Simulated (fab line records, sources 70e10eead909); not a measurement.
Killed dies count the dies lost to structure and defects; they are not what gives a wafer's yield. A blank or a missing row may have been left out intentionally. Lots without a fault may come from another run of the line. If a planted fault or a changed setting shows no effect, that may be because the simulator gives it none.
A struck lot beside a sound one -- flow nand harc -- 14 steps out of a route of 1159
Sound: wafers L834.2, L834.3, L834.6. Wafers L846.2, L846.4, L846.5 were the ones struck. Last of all comes the cause.
Per side, at each step with rows, come the tool, then ch with its chambers, and then its first start. Under that, the readings that differ: sound wafers -- struck wafers -- difference of the means -- sigmas: that difference in standard deviations of wafers without a fault.
alike: same words and numbers on both sides, and readings whose means sit less than 2 such deviations apart. not compared: any withheld reading, any reading some wafer has no value for, any bound like >300 that may hide the same value, and any number with overlapping values for which the record gives no deviation.
Wherever a step has rows on one side only, a row that says differs or no value, or a row with sigmas, the two part there. Numbers that have no deviation but don't overlap get no sigmas and don't part them. A reading that every wafer of one side lacks parts them only if that side has two wafers or more.

first, 1 step without rows for these wafers: NHARC_P_M0_DEVELOP_08 (develop time 35 s).
NHARC_P_M0_CD_MEAS_09: target cd 90 nm.
  sound on cd sem-03 ch 0, day 8 00:17; struck on cd sem-02 ch 0, day 10 20:48
  alike: cd nm
NHARC_P_M0_OVL_MEAS_10: pitch 180 nm.
  struck on overlay-02, day 10 20:53; sound on overlay-01, day 8 00:22
  alike: overlay x nm, overlay y nm
NHARC_P_M0_INSPECT_11:
  struck on defect inspect-02, day 10 20:55; sound on defect inspect-01, day 8 00:24
  alike: raw defect count
NHARC_P_M0_DESCUM_14: chemistry O2, time 3 s.
  sound on rie diel-02 ch 0,2,3, day 8 00:28; struck on rie diel-02 ch 0,3, day 10 20:59
  alike: drypump motor current A, oes product au, rf vpp V, showerhead plenum p Torr, throttle valve pct
  not compared: rf hours counter h
then, 1 step without rows for these wafers: NHARC_P_M0_ETCH_34 (etches the open film in N2/H2, target depth 40 nm, overetch 12 nm, time 43.94 s).
NHARC_P_M0_ETCH_15: etches the open film in C4F8/Ar, target depth 150 nm, overetch 15 nm, time 82.5 s.
  sound: rie diel-02 ch 0,1; struck: rie diel-02 ch 1,3
  alike: oes product au, rf fwd power W, rf vpp V
  not compared: rf hours counter h
NHARC_P_M0_CD_MEAS_16:
  struck on cd sem-02, day 10 21:26; sound on cd sem-01, day 8 00:46
  alike: cd nm
then, 2 steps without rows for these wafers: NHARC_P_M0_STRIP_18 (strips in N2/H2); NHARC_P_M0_STRIP_19 (strips in post etch residue remover, time 600 s).
NHARC_P_M0_DEGAS_28: time 60 s.
  struck on pvd sputter-02, day 10 22:03; sound on pvd sputter-03, day 8 01:23
  alike: heater power w
NHARC_P_M0_PRE_CLEAN_29: time 30 s.
  sound on pvd sputter-03; struck on pvd sputter-02
  alike: heater power w
NHARC_P_M0_PVD_20: deposits TaN, target thk 5 nm, time 8.06 s.
  struck on pvd sputter-02, day 10 22:10; sound on pvd sputter-03, day 8 01:31
  no value came back on the struck wafers for bias v (V), cathode dc power W (W), throttle valve pct (%), time s (s); on the sound wafers bias v (V) reads 167.9 168.9 169.4
NHARC_P_M0_PVD_21: deposits Cu, target thk 30 nm, time 20.49 s.
  sound on pvd sputter-03; struck on pvd sputter-02
  alike: cathode dc power W, chamber pressure pa, throttle valve pct

WHERE THEY PART
Only at NHARC_P_M0_PVD_20, within this record. Later steps at which nothing parts them and some readings are alike: NHARC_P_M0_PVD_21.

WHY: what the simulator had put in
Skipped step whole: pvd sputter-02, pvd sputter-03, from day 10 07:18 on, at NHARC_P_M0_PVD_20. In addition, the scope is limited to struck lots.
